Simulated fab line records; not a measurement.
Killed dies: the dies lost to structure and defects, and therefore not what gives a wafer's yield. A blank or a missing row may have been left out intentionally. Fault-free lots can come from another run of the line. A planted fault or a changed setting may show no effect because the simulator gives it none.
fab line records	flow n5-finfet
record: lots: 11	wafers: 30	last-day: 17
route steps=1938 shown HKMG_FIN@459 MIM_BOT_LITHO@1862 MIM_BOT_ETCH@1866 PASSIVATION@1928
lots with no fault: from the same line, run without faults
start-h: the number of hours between the record's first day and the start of the first shown wafer of the lot	wait-h: hours since the lot's step before	" identical to the entry in the row above	L1.1+2: a row that stands for several wafers	- either no value or no given start	* or withheld: withheld	< > ~ a bound
route shown NAME@n: NAME is a module with steps in the file, n the number in the route of the first one	usual: average and standard deviation across the fault-free wafers	same: alike in all rows	chamber/n: place in a boat	sites: per-site readings	_std_site: standard deviation across them	_edge_site: outer sites' mean less inner sites'	radius-mm: how far each site lies from the wafer's centre	mask NAME#n: copy n	behind: the last tool/chamber to shape the wafer	hold: reason for holding the lot/hours on hold/outcome of the hold	device: transistor that didn't switch, given as n, p or np	end of line: tests of these same wafers at the route's end	step lacking rows: just its recipe	killed: at the first sort, the dies lost to defects and structure; wafer yield is something else	map: the dies of a wafer, with x for killed, . for not killed, _ for no die there
set.NAME: the setting as run; set.NAME@STEP: as run at that earlier step	model.NAME: the simulator's own value behind a step, which no gauge read
route steps across a sampled set of lots; one table per step, one row per wafer
services: from which hour (start-h, from the record's first day; less than 0 if before it) a tool's chamber was out of use, for how many hours, and why
== steps ==
step: N5_HKMG_FIN_PRECLEAN_83
recipe: chemistry: DIW	time-s: 57.5	temp-c: 23
lot.wafer	tool	chamber	start-h	wait-h
L427.1+4+5	wet-bench-03	1,4,3	80.13	0.0
L428.3+4+6	wet-bench-04	6,4,7	87.71	0.0
L429.2+3+5	wet-bench-04	3,2,1	93.38	0.0
L431.1+2+6	wet-bench-03	1,6,5	102.68	0.0
L432.1+2+5	wet-bench-04	3,7,2	110.97	0.0
L434.2+5+6	wet-bench-04	6,2,5	123.30	0.0
L436.4+5	wet-bench-03	6,4	139.07	0.0
L438.4+6	wet-bench-06	1,4	145.94	0.0
L443.4+6	wet-bench-04	3,7	174.00	0.0
L445.1+4+6	wet-bench-04	6,5,1	186.80	0.1
L448.1+3+5	wet-bench-04	3,6,5	206.34	0.0
step: N5_MIM_BOT_LITHO_CD_MEAS_08
recipe: target-cd-nm: 3000	landing-energy-ev: 500	detector: se-inlens	polarity: opening
usual: cd-nm: 2998.9/2.5
lot.wafer	tool	chamber	start-h	wait-h	cd-nm
L428.3	cd-sem-02	0	277.48	-	2992.8
L428.4	"	0	"	"	2999.3
L428.6	"	0	"	"	2995.9
L427.1	cd-sem-02	0	289.73	-	2998.1
L427.4	"	0	"	"	2996.3
L427.5	"	0	"	"	2997.3
L431.1	cd-sem-01	0	294.41	-	2995.3
L431.2	"	0	"	"	2996.4
L431.6	"	0	"	"	2999.0
L429.2	cd-sem-03	0	307.61	-	2999.4
L429.3	"	0	"	"	2996.4
L429.5	"	0	"	"	2998.6
L432.1	cd-sem-02	0	307.65	-	2996.1
L432.2	"	0	"	"	2996.8
L432.5	"	0	"	"	2997.3
L434.2	cd-sem-01	0	309.93	-	2998.0
L434.5	"	0	"	"	2999.7
L434.6	"	0	"	"	2996.9
L436.4	cd-sem-01	0	325.32	-	2998.6
L436.5	"	0	"	"	2998.3
L438.4	cd-sem-01	0	327.56	-	3004.2
L438.6	"	0	"	"	3002.5
L443.4	cd-sem-03	0	365.12	-	3001.5
L443.6	"	0	"	"	3000.4
L445.1	cd-sem-02	0	383.82	-	2999.0
L445.4	"	0	"	"	3001.3
L445.6	"	0	"	"	3000.0
L448.1	cd-sem-01	0	402.62	-	3003.0
L448.3	"	0	"	"	3002.2
L448.5	"	0	"	"	2996.9
step: N5_MIM_BOT_ETCH_ETCH_04
recipe: chemistry: CF4/O2	target: SiNx	target-depth-a: 260	time-s: 13	ion-energy-ev: 100	pressure-mtorr: 40	source-w: 535	bias-w: 49	Ar_flow_sccm: 100	cf4-flow-sccm: 100	O2_flow_sccm: 10
usual: O2_flow_sccm: 9.989/0.025	bias-w: 49.00/0.14	cf4-flow-sccm: 100.0/0.32	drypump-motor-current-A: 5.6/0.55	oes-product-au: 0.81/0.072	rf-vpp-V: 241/5.5	showerhead-plenum-p-Torr: 2.20/0.07	throttle-valve-pct: 15.89/0.14
lot.wafer	tool	chamber	start-h	wait-h	O2_flow_sccm	bias-w	cf4-flow-sccm	drypump-motor-current-A	oes-product-au	rf-hours-counter-h	rf-vpp-V	showerhead-plenum-p-Torr	throttle-valve-pct
L428.3	rie-diel-06	3	277.63	0.0	10.012	49.18	100.5	5.7	0.88	35	240	2.16	15.58
L428.4	"	2	"	"	9.926	49.09	100.3	6.4	0.85	68	247	2.33	15.86
L428.6	"	1	"	"	10.017	49.09	99.8	5.6	0.89	-	229	2.24	15.87
L427.1	rie-diel-06	0	290.08	0.0	10.028	49.21	99.7	4.8	0.81	90	246	2.14	15.86
L427.4	"	3	"	"	9.996	49.00	99.8	5.7	0.86	38	238	2.16	15.62
L427.5	"	2	"	"	9.992	49.08	99.9	6.4	0.85	-	248	2.33	15.86
L431.1	rie-diel-05	3	294.56	0.0	9.971	48.85	100.2	5.6	0.84	51	245	2.14	15.99
L431.2	"	2	"	"	9.983	49.24	100.2	6.5	0.82	71	244	2.33	15.92
L431.6	"	3	"	"	9.971	48.81	100.0	5.6	0.83	-	245	2.14	15.98
L429.2	rie-diel-06	2	307.77	0.0	9.971	49.25	100.1	6.4	0.85	78	249	2.32	15.87
L429.3	"	0	"	"	10.015	48.95	100.1	4.8	0.81	94	246	2.13	15.86
L429.5	"	3	"	"	9.996	49.15	100.2	5.6	0.87	-	239	2.15	15.60
L432.1	rie-diel-02	2	307.80	0.0	10.008	49.05	99.5	4.7	0.73	168	242	2.28	15.76
L432.2	"	1	"	"	10.015	48.97	99.5	5.3	0.71	218	245	2.21	16.14
L432.5	"	1	"	"	9.966	49.08	100.1	5.3	0.71	-	246	2.21	16.15
L434.2	rie-diel-02	0	310.08	0.0	10.016	49.26	100.6	5.5	0.77	179	238	2.19	15.96
L434.5	"	0	"	"	10.013	49.01	100.4	5.5	0.76	-	237	2.19	15.95
L434.6	"	2	"	"	10.017	48.89	100.5	4.7	0.73	-	240	2.28	15.78
L436.4	rie-diel-05	2	325.47	0.0	9.960	49.21	100.0	6.5	0.80	84	244	2.33	15.94
L436.5	"	0	"	"	9.992	48.90	100.1	5.4	0.74	-	240	2.12	15.96
L438.4	rie-diel-02	0	327.76	0.0	10.025	49.10	100.2	5.5	0.77	188	236	2.18	15.98
L438.6	"	1	"	"	9.987	48.99	100.0	5.3	0.71	-	246	2.21	16.19
L443.4	rie-diel-06	0	365.27	0.0	10.012	48.88	100.5	4.8	0.79	115	247	2.13	15.91
L443.6	"	0	"	"	10.036	49.01	100.2	4.8	0.78	-	244	2.13	15.91
L445.1	rie-diel-06	2	384.08	0.0	10.016	49.23	100.1	6.4	0.81	105	248	2.32	15.94
L445.4	"	0	"	"	9.968	49.04	100.3	4.8	0.78	123	246	2.12	15.92
L445.6	"	3	"	"	10.011	49.25	99.5	5.7	0.82	-	240	2.14	15.65
L448.1	rie-diel-02	3	402.78	0.0	9.991	48.95	100.2	6.5	0.93	30	240	2.16	15.86
L448.3	"	2	"	"	10.007	49.41	100.2	4.8	0.71	205	242	2.26	15.86
L448.5	"	3	"	"	10.023	48.89	99.7	6.5	0.92	-	239	2.16	15.85
step: N5_PASSIVATION_DESCUM_46
recipe: chemistry: O2	time-s: 7.9	source-power-w: 50	bias-power-w: 20	pressure-mtorr: 20	rf-frequency-hz: 2.712e+07	temp-c: 40	o2-flow-sccm: 225
usual: drypump-motor-current-A: 5.6/0.56	oes-product-au: 0.81/0.073	rf-vpp-V: 243.0/1.4	showerhead-plenum-p-Torr: 2.10/0.072	throttle-valve-pct: 20.38/0.14
lot.wafer	tool	chamber	start-h	wait-h	drypump-motor-current-A	oes-product-au	rf-hours-counter-h	rf-vpp-V	showerhead-plenum-p-Torr	throttle-valve-pct
L428.3	rie-diel-02	3	283.92	0.0	6.4	0.68	245	243.2	2.06	20.61
L428.4	"	2	"	"	4.7	0.76	158	243.9	2.18	20.16
L428.6	"	2	"	"	4.7	0.75	-	244.5	2.18	20.18
L427.1	rie-diel-05	1	296.38	0.0	5.5	0.93	22	242.1	2.08	20.34
L427.4	"	3	"	"	5.8	0.84	-	241.0	2.04	20.66
L427.5	"	1	"	"	5.4	0.94	-	240.7	2.08	20.37
L431.1	rie-diel-05	3	308.67	0.0	5.7	0.84	56	242.0	2.04	20.66
L431.2	"	2	"	"	6.5	0.82	76	244.4	2.20	20.32
L431.6	"	3	"	"	5.7	0.84	-	242.7	2.04	20.66
L429.2	rie-diel-06	1	315.12	0.5	5.6	0.87	35	243.4	2.15	20.48
L429.3	"	0	"	"	4.8	0.81	97	242.2	2.02	20.34
L429.5	"	1	"	"	5.6	0.88	-	244.2	2.15	20.49
L432.1	rie-diel-05	0	315.25	0.6	5.5	0.76	154	241.4	2.00	20.33
L432.2	"	1	"	"	5.5	0.92	29	242.5	2.08	20.38
L432.5	"	2	"	"	6.5	0.83	-	246.0	2.20	20.32
L434.2	rie-diel-05	3	317.56	0.0	5.7	0.83	60	242.3	2.04	20.66
L434.5	"	1	"	"	5.4	0.90	-	240.6	2.08	20.36
L434.6	"	0	"	"	5.5	0.75	-	241.5	2.00	20.34
L436.4	rie-diel-06	2	332.24	0.4	6.4	0.84	86	246.8	2.23	20.49
L436.5	"	2	"	"	6.4	0.84	-	245.4	2.23	20.49
L438.4	rie-diel-02	0	334.05	0.0	5.5	0.73	190	242.1	2.05	20.20
L438.6	"	1	"	"	5.3	0.70	-	243.2	2.07	20.43
L443.4	rie-diel-02	2	371.99	0.0	4.7	0.72	193	243.4	2.17	20.21
L443.6	"	1	"	"	5.3	0.69	-	243.1	2.07	20.45
L445.1	rie-diel-05	2	392.47	0.6	6.5	0.79	107	245.3	2.19	20.38
L445.4	"	3	"	"	5.7	0.81	85	241.5	2.03	20.70
L445.6	"	3	"	"	5.7	0.82	-	241.8	2.03	20.70
L448.1	rie-diel-02	0	408.80	0.0	5.5	0.71	219	242.5	2.04	20.24
L448.3	"	3	"	"	6.5	0.93	32	242.1	2.05	20.28
L448.5	"	0	"	"	5.5	0.71	-	242.7	2.04	20.25
step: N5_PASSIVATION_PROBE_49
usual: defect-limited-yield: 91.6/1.4	killed_at_M0_to_M3: 32/9.5	killed_at_M4_up: 13/6	killed-at-contacts: 12/5.6	killed-at-front-end: 39/11	killed-at-other: 2.8/2.3	killed-dies: 99/16	killed-on-rim: 12/3.4	killed-open: 65/12	killed-short: 32/7.6	sort_bin_4_leakage: 0.1/0.88	sort_bin_5_function: 4.8/0.88	sort_bin_6_memory: 3.2/0.65	sort-n-pass: 1077/29	sort-yield-pct: 91.2/2.5
same: gross-dies: 1180	killed-at-back-side: 0	sort_bin_8_speed[%]: 0
lot.wafer	tool	chamber	start-h	wait-h	defect-limited-yield[%]	killed_at_M0_to_M3	killed_at_M4_up	killed-at-contacts	killed-at-front-end	killed-at-other	killed-dies	killed-on-rim	killed-open	killed-short	sort_bin_4_leakage[%]	sort_bin_5_function[%]	sort_bin_6_memory[%]	sort-n-pass	sort-yield-pct[%]
L428.3	prober-01	-	287.07	0.1	93.0	23	12	3	45	0	83	12	59	24	0	3.6	3.0	1097	93.0
L428.4	prober-01	-	287.12	0.2	90.2	42	9	6	59	0	116	13	86	29	0	5.9	3.8	1064	90.2
L428.6	prober-01	-	287.22	0.3	90.2	46	15	9	45	1	116	22	78	38	0	4.9	4.7	1064	90.2
L436.4	prober-01	-	335.43	0.2	89.4	36	20	12	54	3	125	16	72	52	0	6.8	3.2	1055	89.4
L436.5	prober-01	-	335.48	0.2	91.9	36	15	18	23	3	95	11	62	31	0	5.1	2.6	1085	91.9
L438.6	prober-02	-	337.52	0.3	90.3	37	9	6	59	4	115	13	67	40	0	4.5	4.2	1065	90.3
L443.4	prober-01	-	375.87	0.9	88.7	38	20	24	51	0	133	16	92	36	0	5.8	4.5	1047	88.7
L443.6	prober-01	-	375.97	1.0	89.7	30	30	12	49	1	122	23	88	33	0	5.4	4.6	1058	89.7
L445.1	prober-02	-	395.51	0.0	82.5	40	19	12	135	1	207	25	64	29	0.2	11.0	4.0	971	82.3
L445.4	prober-02	-	395.66	0.2	82.9	31	7	14	150	0	202	25	51	33	0	12.0	3.3	978	82.9
L445.6	prober-02	-	395.76	0.3	78.9	34	23	7	183	2	249	17	91	25	0	13.1	5.6	931	78.9
L448.1	prober-02	-	411.86	0.0	87.9	36	16	11	80	0	143	27	64	20	0	7.3	3.3	1037	87.9
L448.3	prober-02	-	411.96	0.1	84.4	31	9	14	130	0	184	24	62	18	0	9.9	3.9	996	84.4
L448.5	prober-02	-	412.06	0.2	82.0	33	14	11	153	1	212	20	67	32	0	10.6	5.1	968	82.0
killed by level:class
L428.3 FIN_SAQP:geometric-particle:short=12 FIN_SAQP:geometric-particle:open=9 STI_FIN_REVEAL:geometric-particle:open=8 BEOL_M2:geometric-particle:open=7 STARTING-WAFER:geometric-particle:open=7 BEOL_M3:geometric-particle:open=7 BEOL_M0_SAQP:geometric-particle:open=4 BEOL_M4:geometric-particle:open=4
L428.4 STI_FIN_REVEAL:geometric-particle:open=25 BEOL_M2:geometric-particle:open=15 FIN_SAQP:geometric-particle:short=10 FIN_SAQP:geometric-particle:open=9 BEOL_M3:geometric-particle:open=9 DUMMY_GATE:geometric-particle:open=4 MOL_CONTACT_COAG:geometric-particle:open=4 BEOL_M0_SAQP:geometric-particle:open=4
L428.6 BEOL_M0_SAQP:geometric-particle:short=14 FIN_SAQP:geometric-particle:open=11 STI_FIN_REVEAL:geometric-particle:open=10 BEOL_M0_SAQP:geometric-particle:open=10 MOL_CONTACT_COAG:geometric-particle:open=7 FIN_SAQP:geometric-particle:short=6 BEOL_M3:geometric-particle:open=6 BEOL_M2:geometric-particle:open=5
L436.4 BEOL_M0_SAQP:geometric-particle:short=18 FIN_SAQP:geometric-particle:open=12 BEOL_M0_SAQP:geometric-particle:open=12 BEOL_M4:geometric-particle:open=11 FIN_SAQP:geometric-particle:short=10 MOL_CONTACT_COAG:geometric-particle:open=10 GATE_CUT:geometric-particle:short=6 STI_FIN_REVEAL:geometric-particle:open=5
L436.5 MOL_CONTACT_COAG:geometric-particle:open=16 BEOL_M0_SAQP:geometric-particle:open=14 BEOL_M0_SAQP:geometric-particle:short=13 FIN_SAQP:geometric-particle:short=6 STI_FIN_REVEAL:geometric-particle:open=5 BEOL_M4:geometric-particle:open=5 FIN_SAQP:geometric-particle:open=4 BEOL_M4:geometric-particle:short=4
L438.6 STI_FIN_REVEAL:geometric-particle:open=10 GATE_CUT:geometric-particle:open=10 BEOL_M0_SAQP:geometric-particle:short=10 BEOL_M0_SAQP:geometric-particle:open=9 GATE_CUT:geometric-particle:short=8 BEOL_M2:geometric-particle:open=8 FIN_SAQP:geometric-particle:short=7 HKMG_FIN:area-etch=7
L443.4 MOL_CONTACT_COAG:geometric-particle:open=21 BEOL_M1:geometric-particle:open=13 BEOL_M4:geometric-particle:open=11 STI_FIN_REVEAL:geometric-particle:open=10 BEOL_M0_SAQP:geometric-particle:open=10 FIN_SAQP:geometric-particle:short=9 DUMMY_GATE:geometric-particle:open=7 BEOL_M2:geometric-particle:open=6
L443.6 BEOL_M4:geometric-particle:open=14 STI_FIN_REVEAL:geometric-particle:open=13 FIN_SAQP:geometric-particle:open=10 BEOL_M0_SAQP:geometric-particle:open=10 MOL_CONTACT_COAG:geometric-particle:open=9 DUMMY_GATE:geometric-particle:open=8 BEOL_M1:geometric-particle:short=8 BEOL_M0_SAQP:geometric-particle:short=6
L445.1 HKMG_FIN:unspecified=103 MOL_CONTACT_COAG:geometric-particle:open=10 BEOL_M0_SAQP:geometric-particle:open=9 HKMG_FIN:area-etch=8 BEOL_M0_SAQP:geometric-particle:short=7 BEOL_M2:geometric-particle:open=7 BEOL_M1:geometric-particle:open=6 BEOL_M4:geometric-particle:open=6
L445.4 HKMG_FIN:unspecified=115 BEOL_M0_SAQP:geometric-particle:open=13 MOL_CONTACT_COAG:geometric-particle:open=12 BEOL_M0_SAQP:geometric-particle:short=10 GATE_CUT:geometric-particle:short=8 DUMMY_GATE:geometric-particle:open=7 STARTING-WAFER:geometric-particle:short=5 BEOL_M1:geometric-particle:open=4
L445.6 HKMG_FIN:unspecified=123 STI_FIN_REVEAL:geometric-particle:open=19 DUMMY_GATE:geometric-particle:open=14 BEOL_M4:geometric-particle:open=13 BEOL_M0_SAQP:geometric-particle:open=12 BEOL_M1:geometric-particle:open=8 MOL_CONTACT_COAG:geometric-particle:open=7 HKMG_FIN:area-etch=7
L448.1 HKMG_FIN:unspecified=58 MOL_CONTACT_COAG:geometric-particle:open=11 BEOL_M0_SAQP:geometric-particle:open=9 BEOL_M4:geometric-particle:open=9 BEOL_M0_SAQP:geometric-particle:short=7 BEOL_M0:geometric-particle:open=7 BEOL_M2:geometric-particle:open=7 STI_FIN_REVEAL:geometric-particle:open=4
L448.3 HKMG_FIN:unspecified=104 MOL_CONTACT_COAG:geometric-particle:open=13 FIN_SAQP:geometric-particle:open=8 BEOL_M0_SAQP:geometric-particle:open=8 BEOL_M4:geometric-particle:open=5 STI_FIN_REVEAL:geometric-particle:open=4 BEOL_M0:geometric-particle:open=4 BEOL_M1:geometric-particle:short=4
L448.5 HKMG_FIN:unspecified=112 STI_FIN_REVEAL:geometric-particle:open=16 BEOL_M3:geometric-particle:open=11 BEOL_M0_SAQP:geometric-particle:short=7 BEOL_M4:geometric-particle:open=7 MOL_CONTACT_COAG:geometric-particle:open=6 FIN_SAQP:geometric-particle:short=5 STI_FIN_REVEAL:geometric-particle:short=5
== services ==
tool	chamber	start-h	hours	kind
rie-diel-06	0	93.20	17.5	repair
rie-diel-05	2	111.68	4.3	repair
rie-diel-05	0	153.50	6.6	repair
wet-bench-03	-	176.29	1.6	repair
rie-diel-05	-	198.73	14.6	pm
rie-diel-05	0	231.06	1.6	repair
rie-diel-06	-	236.71	0.9	repair
wet-bench-06	-	249.81	1.0	repair
rie-diel-06	0	252.51	12.0	repair
rie-diel-02	3	262.99	5.7	repair
rie-diel-02	-	271.93	0.3	repair
rie-diel-05	0	291.72	5.4	repair
rie-diel-02	3	294.43	-	clean
rie-diel-02	3	294.43	-	consumable-replace:esc
rie-diel-02	3	294.43	-	consumable-replace:focus-ring
rie-diel-02	3	294.43	26.6	scheduled-down
rie-diel-02	3	294.43	26.6	vent-cycle
rie-diel-06	0	295.00	3.9	repair
rie-diel-06	2	319.55	5.6	repair
rie-diel-05	0	340.89	8.1	repair
rie-diel-02	1	357.55	4.5	repair
wet-bench-03	-	357.90	2.5	repair
rie-diel-02	-	376.33	2.8	pm
rie-diel-02	-	399.14	0.8	repair
== key ==
first-sign: step: N5_PASSIVATION_PROBE_49	reading: killed-at-front-end	direction: up	sigmas: 9.2	usual: 39	struck: 138
effect: step: N5_PASSIVATION_PROBE_49	reading: defect-limited-yield	direction: down	sigmas: 6.1	usual: 91.6	struck: 83.1
more-kills-born-at: N5_HKMG_FIN_PRECLEAN_83@wet-bench-04: 615
met-at N5_HKMG_FIN_PRECLEAN_83
struck-lots L445,L448
not-acting-at N5_MIM_BOT_LITHO_CD_MEAS_08,N5_MIM_BOT_ETCH_ETCH_04,N5_PASSIVATION_DESCUM_46
onset-between 174.00 186.80
also-fits time
fault: kind: chamber-particle-source	tool: wet-bench-04	chamber: -	onset-h: 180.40	steps: N5_HKMG_FIN_PRECLEAN_83	rate-per-visit-cm2: 0.77599	end-h: 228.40
